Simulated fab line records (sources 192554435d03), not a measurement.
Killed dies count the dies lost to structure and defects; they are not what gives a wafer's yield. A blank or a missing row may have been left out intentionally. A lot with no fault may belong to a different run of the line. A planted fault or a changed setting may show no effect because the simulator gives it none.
fab line records | flow n5Finfet
record: lots: 4 wafers: 12 lastDay: 17
route steps=1938 shown BEOL_M4@1103 BEOL_M5@1112 PASSIVATION@1936
lots with no fault: from the same line, run without faults
startH: start of the lot's first displayed wafer, in hours after the record's first day | waitH: hours elapsed since this lot's preceding step | " repeats the value in the row above | L1.1+2: a row that stands for several wafers | - value missing, or start not given | * or withheld: withheld | < > ~ a bound
route shown NAME@n: NAME is a module with steps in the file, n the number in the route of the first one | usual: mean/standard deviation taken from wafers without a fault | same: alike in all rows | chamber/n: place in a boat | sites: readings site by site | _std_site: standard deviation of those values | _edge_site: outer sites' mean less inner sites' | radiusMm: how far each site lies from the wafer's centre | mask NAME#n: copy n | behind: the last tool/chamber to shape the wafer | hold: why the lot went on hold/how many hours it stayed there/how the hold came to an end | device: whichever transistor did not switch (one of n, p or np) | end of line: the route-end tests of the same wafers | where a step has no rows: the recipe by itself | killed: dies lost to structure and defects at the first sort, not the wafer's yield | map: per-die view of a wafer (x killed, . not killed, _ where there is no die)
set.NAME: the setting the step ran with; set.NAME@STEP: the setting that earlier step ran with | model.NAME: the simulator's own value behind a step, which no gauge read
a table for each step, a row for each wafer; lots at some steps of the route
services: from which hour (startH, from the record's first day; less than 0 if before it) a tool's chamber was out of use, for how many hours, and why
== steps ==
step: N5_BEOL_M4_CMP_52
recipe: stopOn: SiOC tOverpolishS: 6.8 downForcePsi: 1 platenRpm: 50 clearingPlatenDownForcePsi: 1.5 clearingPlatenRpm: 50 postCmpClean: cuAlkaline targetThkNm: 40 clearingPlatenPadVelocityMS: 0.99484 padVelocityMS: 0.99484
step: N5_BEOL_M4_PRE_CLEAN_60
recipe: gas: NH3/H2 timeS: 15 tempC: * rfPowerW: 300
step: N5_BEOL_M4_CO_CAP_55
recipe: material: Co targetThkA: 20 tempC: 200 precursor: CCTBA/H2 pressureTorr: 30 timeS: 102.1
step: N5_BEOL_M4_PRE_CLEAN_56
recipe: gas: NH3 timeS: 15 tempC: withheld rfPowerW: 300
step: N5_BEOL_M4_DEP_57
recipe: material: SiCN targetThkA: 80 tempC: withheld precursor: 3MS/NH3 pressureTorr: 3 rfW: 202 timeS: 14
step: N5_BEOL_M5_ILD_DEP_00
recipe: material: SiCOH_lowk targetThkA: 1406.4 tempC: 300 precursor: DEMS/porogen pressureTorr: 5 rfW: 500 timeS: 25.9
step: N5_BEOL_M5_CURE_79
recipe: tempC: 385 timeS: 240 ambient: He/Ar material: SiCOH_lowk
step: N5_BEOL_M5_PECVD_70
recipe: material: SiO2 targetThkA: 160 tempC: 400 precursor: TEOS/O2 pressureTorr: 5.5 rfW: 450 teosFlowSccm: 53.8 gas: O2 flowSccm: 3000 timeS: 18
usual: heaterPowerW: 745/97 showerheadPlenumPTorr: 8.79/0.07 susceptorTempC: 399.98/0.21 throttleValvePct: 22.6/1
columns lot.wafer tool chamber startH waitH heaterPowerW showerheadPlenumPTorr susceptorTempC throttleValvePct model.SiO2_of_BEOL_M5_PECVD_70.thkNm
L200.3 pecvd-03 0 187.88 0.0 783 8.85 400.12 24.1 15.8
L200.4 " 1 " " 854 8.66 400.21 23.5 16.2
L200.5 " 0 " " 757 8.86 399.97 24.0 16
L214.1 pecvd-03 0 287.26 0.0 863 8.84 400.24 24.0 16.4
L214.3 " 2 " " 833 8.83 424.12 21.8 13.8
L214.4 " 1 " " 864 8.65 399.77 23.3 16.6
L216.4 pecvd-03 1 295.18 0.1 840 8.66 400.02 23.2 15.8
L216.5 " 0 " " 930 8.84 399.80 23.7 16.6
L216.6 " 2 " " 806 8.83 424.36 21.7 13.6
L218.3 pecvd-04 1 295.83 0.0 832 8.77 400.35 22.2 16
L218.5 " 2 " " 656 8.71 400.35 20.8 16.2
L218.6 " 1 " " 847 8.74 400.42 22.2 16.6
step: N5_BEOL_M5_HM_DEP_02
recipe: material: TiN targetThkA: 200 tempC: 25 chamberPressurePa: 0.49996
step: N5_BEOL_M5_COAT_59
recipe: resist: SOC tempC: 250 timeS: 60 spinRpm: 1500 resistThkNm: 60
step: N5_BEOL_M5_COAT_60
recipe: resist: SiARC tempC: 220 timeS: 60 spinRpm: 1500 resistThkNm: 12
step: N5_BEOL_M5_COAT_71
recipe: resist: underlayer tempC: 205 timeS: 60 spinRpm: 1500 resistThkNm: 5
step: N5_BEOL_M5_COAT_05
recipe: resist: CAR-EUV spinRpm: 1500 resistThkNm: 30
step: N5_BEOL_M5_EBR_07
recipe: solvent: PGMEA ebrWidthMm: 1.5
step: N5_BEOL_M5_SOFTBAKE_06
recipe: tempC: 110 timeS: 60 resist: CAR-EUV
step: N5_BEOL_M5_EXPOSE_08
recipe: maskId: M5 na: 0.33 sourceShape: annular sigmaInner: 0.4 sigmaOuter: 0.8 polarization: unpolarized targetCdNm: 28 doseMj: 35.75
step: N5_BEOL_M5_PEB_09
recipe: pebTempC: 100 pebTimeS: 60 resist: CAR-EUV
step: N5_BEOL_M5_DEVELOP_10
recipe: developTimeS: 30 developer: TMAH resist: CAR-EUV rinseLiquid: surfactantRinse dry: airSpin devTempC: 23
step: N5_BEOL_M5_DESCUM_16
recipe: chemistry: O2 timeS: 7 sourcePowerW: 50 biasPowerW: 20 pressureMtorr: 20 rfFrequencyHz: 2.712e+07 tempC: 40 resist: CAR-EUV o2FlowSccm: 225
step: N5_BEOL_M5_ETCH_72
recipe: chemistry: N2/H2 target: underlayer targetDepthA: 65 maskMaterial: CAR-EUV timeS: 5.2 ionEnergyEv: 200 pressureMtorr: 30 sourceW: 840 biasW: 150 n2FlowSccm: 200 h2FlowSccm: 200 ends: cleared
step: N5_BEOL_M5_ETCH_61
recipe: chemistry: CF4 target: SiARC targetDepthA: 156 maskMaterial: CAR-EUV timeS: 26 ionEnergyEv: 80 pressureMtorr: 40 sourceW: 545 biasW: 36 Ar_flow_sccm: 100 cf4FlowSccm: 100 ends: cleared
step: N5_BEOL_M5_ETCH_62
recipe: chemistry: N2/H2 target: SOC targetDepthA: 750 overetchA: 150 maskMaterial: SiARC tempC: 40 timeS: 112.5 ionEnergyEv: 200 pressureMtorr: 30 sourceW: 840 biasW: 150 n2FlowSccm: 200 h2FlowSccm: 200
step: N5_BEOL_M5_STRIP_63
recipe: chemistry: N2/H2 tempC: 40 n2FlowSccm: 200 h2FlowSccm: 200 rfFrequencyHz: 6e+07
step: N5_BEOL_M5_STRIP_73
recipe: chemistry: N2/H2 tempC: 40 n2FlowSccm: 200 h2FlowSccm: 200 rfFrequencyHz: 6e+07
step: N5_BEOL_M5_STRIP_64
recipe: chemistry: CF4 resist: SiARC powerW: 300 biasPowerW: 75 pressureMtorr: 50 cf4FlowSccm: 150 rfFrequencyHz: 6e+07
step: N5_BEOL_M5_HM_OPEN_17
recipe: chemistry: Cl2/BCl3 targetDepthA: 200 overetchA: 60 target: TiN maskMaterial: SOC ionEnergyEv: 150 pressureMtorr: 10 icpW: 1000 biasW: 126 Cl2_flow_sccm: 53.25 bcl3FlowSccm: 21.75 Ar_flow_sccm: 25
step: N5_BEOL_M5_STRIP_19
recipe: chemistry: O2 powerW: 400 tempC: 40 pressureMtorr: 30 rfFrequencyHz: 6e+07 biasPowerW: 0 overashFraction: 0.2 o2FlowSccm: 225
step: N5_BEOL_M5_COAT_65
recipe: resist: SOC tempC: 250 timeS: 60 spinRpm: 1500 resistThkNm: 60
step: N5_BEOL_M5_COAT_66
recipe: resist: SiARC tempC: 220 timeS: 60 spinRpm: 1500 resistThkNm: 12
step: N5_BEOL_M5_COAT_74
recipe: resist: underlayer tempC: 205 timeS: 60 spinRpm: 1500 resistThkNm: 5
step: N5_BEOL_M5_COAT_22
recipe: resist: CAR-EUV spinRpm: 1500 resistThkNm: 30
step: N5_BEOL_M5_EBR_24
recipe: solvent: PGMEA ebrWidthMm: 1.5
step: N5_BEOL_M5_SOFTBAKE_23
recipe: tempC: 110 timeS: 60 resist: CAR-EUV
step: N5_BEOL_M5_HM_STRIP_39
recipe: chemistry: peroxideTinStrip material: TiN targetDepthA: 250 tempC: 50 timeS: 158
usual: tempC: 49.99/0.12
columns lot.wafer tool chamber startH waitH tempC model.SiO2_of_BEOL_M5_PECVD_70.thkNm
L200.3 wetBench-06 2 193.32 0.0 50.01 15.6
L200.4 " 1 " " 49.74 16
L200.5 " 3 " " 50.18 16
L214.1 wetBench-06 7 290.04 0.0 50.06 16.2
L214.3 " 4 " " 49.83 13.6
L214.4 " 6 " " 50.15 16.4
L216.4 wetBench-06 4 298.47 0.0 50.01 15.6
L216.5 " 7 " " 50.12 16.4
L216.6 " 0 " " 49.98 13.4
L218.3 wetBench-06 3 299.92 0.0 49.99 16
L218.5 " 2 " " 50.01 16
L218.6 " 6 " " 50.08 16.4
step: N5_BEOL_M5_CMP_52
recipe: stopOn: SiCOH_lowk tOverpolishS: 6.9 downForcePsi: 1 platenRpm: 50 clearingPlatenDownForcePsi: 1.5 clearingPlatenRpm: 50 postCmpClean: cuAlkaline targetThkNm: 62 clearingPlatenPadVelocityMS: 0.99484 padVelocityMS: 0.99484
usual: barrierFieldEndpointS: 24.2/0.64 clearingPlatenDownForcePsi: 1.5008/0.0028 motorCurrentA: 6.1/0.82 padLifeWafers: 1087/750 platenRpm: 50.00/0.036 slurryFlowMlMin: 149.9/0.5
columns lot.wafer tool chamber startH waitH barrierFieldEndpointS clearingPlatenDownForcePsi motorCurrentA padLifeWafers platenRpm slurryFlowMlMin
L200.4 cmp-04 3 200.18 0.2 23.0 1.5020 7.0 1477 50.03 149.8
L200.3 " 0 " " 24.0 1.5011 6.5 1478 50.01 149.9
L200.5 " 2 " " 24.6 1.4974 5.2 - 49.99 149.7
L214.3 cmp-02 0 297.58 0.2 21.1 1.4990 6.5 726 49.98 150.1
L214.4 " 1 " " 24.0 1.4969 7.2 727 49.97 149.1
L214.1 " 3 " " 23.4 1.4977 5.1 729 49.96 149.5
L216.4 cmp-01 1 304.66 0.2 24.7 1.4989 4.8 2048 50.02 150.1
L216.5 " 3 " " 25.4 1.4994 6.3 - 50.04 149.5
L216.6 " 0 " " 21.6 1.4993 5.5 - 50.00 149.5
L218.3 cmp-04 0 306.44 0.2 23.9 1.5004 6.2 31 50.00 149.9
L218.5 " 3 " " 23.6 1.5028 6.6 - 50.01 150.3
L218.6 " 0 " " 25.0 1.5014 6.3 - 50.04 150.8
step: N5_PASSIVATION_PROBE_49
usual: defectLimitedYield: 91.1/1.5 killed_at_M0_to_M3: 33/9.9 killed_at_M4_up: 14/5.2 killedAtContacts: 12/6.7 killedAtFrontEnd: 43/13 killedAtOther: 3.4/2.7 killedDies: 105/17 killedOpen: 69/13 killedShort: 33/7.5 sort_bin_5_function: 5.2/0.91 sort_bin_6_memory: 3.3/0.71 sortNPass: 1075/17 sortYieldPct: 91.1/1.5
same: grossDies: 1180 killedAtBackSide: 0 sort_bin_4_leakage[%]: 0 sort_bin_8_speed[%]: 0
columns lot.wafer tool chamber startH waitH defectLimitedYield[%] killed_at_M0_to_M3 killed_at_M4_up killedAtContacts killedAtFrontEnd killedAtOther killedDies killedOpen killedShort sort_bin_5_function[%] sort_bin_6_memory[%] sortNPass sortYieldPct[%]
L200.3 prober-01 - 299.62 0.1 87.4 32 24 20 70 3 149 102 45 7.2 4.5 1031 87.4
L200.4 prober-01 - 299.67 0.2 90.6 36 19 17 33 6 111 76 35 5.6 3.4 1069 90.6
L200.5 prober-01 - 299.72 0.2 92.5 19 25 14 30 1 89 66 22 4.9 2.5 1091 92.5
L216.4 prober-02 - 397.58 0.2 89.7 46 18 6 50 2 122 75 44 5.8 4.4 1058 89.7
killed by level:class
L200.3 MOL_CONTACT_COAG:geometricParticle:open=17 STI_FIN_REVEAL:geometricParticle:open=16 FIN_SAQP:geometricParticle:open=15 FIN_SAQP:geometricParticle:short=13 BEOL_M1:geometricParticle:open=9 BEOL_M4:geometricParticle:open=8 BEOL_M0_SAQP:geometricParticle:short=7 BEOL_M0_SAQP:geometricParticle:open=5
L200.4 BEOL_M0_SAQP:geometricParticle:open=13 BEOL_M4:geometricParticle:open=13 MOL_CONTACT_COAG:geometricParticle:open=12 BEOL_M0_SAQP:geometricParticle:short=10 STI_FIN_REVEAL:geometricParticle:open=8 DUMMY_GATE:geometricParticle:open=7 MOL_CONTACT_COAG:geometricParticle:short=5 BEOL_M2:geometricParticle:open=5
L200.5 BEOL_M4:geometricParticle:open=17 STI_FIN_REVEAL:geometricParticle:open=12 MOL_CONTACT_COAG:geometricParticle:open=11 BEOL_M1:geometricParticle:open=5 BEOL_M3:geometricParticle:open=5 BEOL_M4:geometricParticle:short=5 FIN_SAQP:geometricParticle:open=4 BEOL_M0_SAQP:geometricParticle:short=4
L216.4 FIN_SAQP:geometricParticle:open=15 FIN_SAQP:geometricParticle:short=11 BEOL_M0_SAQP:geometricParticle:open=11 BEOL_M4:geometricParticle:open=10 BEOL_M0_SAQP:geometricParticle:short=9 STI_FIN_REVEAL:geometricParticle:open=8 BEOL_M3:geometricParticle:open=8 MOL_CONTACT_COAG:geometricParticle:open=6
== services ==
columns tool chamber startH hours kind
pecvd-04 0 188.12 5.5 scheduledDown
pecvd-04 2 193.58 2.1 scheduledDown
cmp-02 - 212.68 4.0 pm
pecvd-03 1 214.97 2.1 scheduledDown
cmp-02 - 216.68 - consumableReplace:conditioner
cmp-02 - 216.68 - consumableReplace:pad
cmp-04 - 217.00 5.3 pm
cmp-01 - 244.21 6.1 repair
cmp-04 - 265.21 0.9 repair
cmp-04 - 272.46 1.0 repair
cmp-04 - 293.12 4.0 pm
cmp-04 - 297.12 - consumableReplace:conditioner
cmp-04 - 297.12 - consumableReplace:pad
cmp-04 - 297.12 5.5 pm
== key ==
firstSign: step: N5_BEOL_M5_PECVD_70 reading: susceptorTempC direction: up sigmas: 99+ usual: * struck: *
effect: step: N5_BEOL_M5_CMP_52 reading: barrierFieldEndpointS direction: down sigmas: 4.5 usual: 24.2 struck: 21.4
modelEffect: step: N5_BEOL_M5_PECVD_70 value: SiO2_of_BEOL_M5_PECVD_70.thkNm without: 16.3 struck: 13.7
modelEffect: step: N5_BEOL_M5_HM_STRIP_39 value: SiO2_of_BEOL_M5_PECVD_70.thkNm without: 16.1 struck: 13.5
metAt N5_BEOL_M5_PECVD_70
struckWafers L214.3,L216.6
fault: kind: processParameterDrift tool: pecvd-03 chamber: 2 onsetH: 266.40 steps: N5_BEOL_M5_PECVD_70 channel: tempC offset: * shape: step endH: 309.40 actsIn: * stated: *
